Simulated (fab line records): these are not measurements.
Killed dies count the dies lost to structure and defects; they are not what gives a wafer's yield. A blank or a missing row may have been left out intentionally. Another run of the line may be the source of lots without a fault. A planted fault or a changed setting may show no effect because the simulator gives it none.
Chamber matching ; flow n5 finfet ; N5_BEOL_M12_ETCH_59 on rie diel-05 has 4 sister chambers
The step etches BARC in N2/H2, target depth 89 nm, overetch 26.7 nm, time 67.9 s. 14 wafers are shown with their chamber, then 7 later ones without.

== WAFERS WITH THEIR CHAMBER ==
wafer;chamber;drypump motor current A (A);throttle valve pct (%);showerhead plenum p Torr (Torr)
L075.4;0;5.1;17.82;2.46
L075.5;3;5.0;17.75;2.48
L075.6;2;6.7;18.67;2.54
L082.1;1;5.8;17.67;2.43
L082.3;0;5.1;17.85;2.46
L082.4;2;6.7;18.71;2.53
L085.2;1;5.8;17.68;2.43
L085.4;2;6.7;18.70;2.53
L085.5;2;6.7;18.70;2.53
L090.1;0;5.1;17.89;2.45
L090.3;3;4.9;17.81;2.46
L090.5;3;5.0;17.80;2.46
L093.2;2;6.7;18.72;2.52
L093.3;0;5.1;17.88;2.45

SIGNATURES (means of the wafers above)
reading;chamber 0;chamber 1;chamber 2;chamber 3;scatter within a chamber
drypump motor current A;5.100;5.800;6.700;4.967;0.0258
throttle valve pct;17.8600;17.6750;18.7000;17.7867;0.0255
showerhead plenum p Torr;2.4550;2.4300;2.5300;2.4667;0.00753
Rule: for each reading, subtract the chamber's mean from the wafer's reading, divide by that reading's scatter and square the result; add these up over the readings and take the root, which gives the wafer's distance from the chamber. The wafer belongs to the nearest chamber; if the next one is less than 2 further off, it can't be placed. The scatter: the root of (the sum of the squares of (reading less its chamber's mean) over the shown wafers, divided by (wafers less chambers)).

== WAFERS WHOSE CHAMBER IS MISSING ==
wafer;drypump motor current A (A);throttle valve pct (%);showerhead plenum p Torr (Torr)
L093.4;6.7;18.72;2.52
L095.2;5.0;17.81;2.46
L095.5;5.1;17.90;2.44
L095.6;5.8;17.74;2.42
L097.2;5.0;17.81;2.46
L097.4;5.0;17.83;2.46
L097.6;5.1;17.90;2.44

== WHICH CHAMBER EACH WENT THROUGH ==
wafer;from the rows above;in truth
L093.4;2;2
L095.2;3;3
L095.5;0;0
L095.6;1;1
L097.2;3;3
L097.4;can't be placed: 3 or 0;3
L097.6;0;0
6 of 7 placed correctly. Cannot be placed on the basis of these rows: 1; the candidates contain the true chamber in 1. 0 placed wrongly.
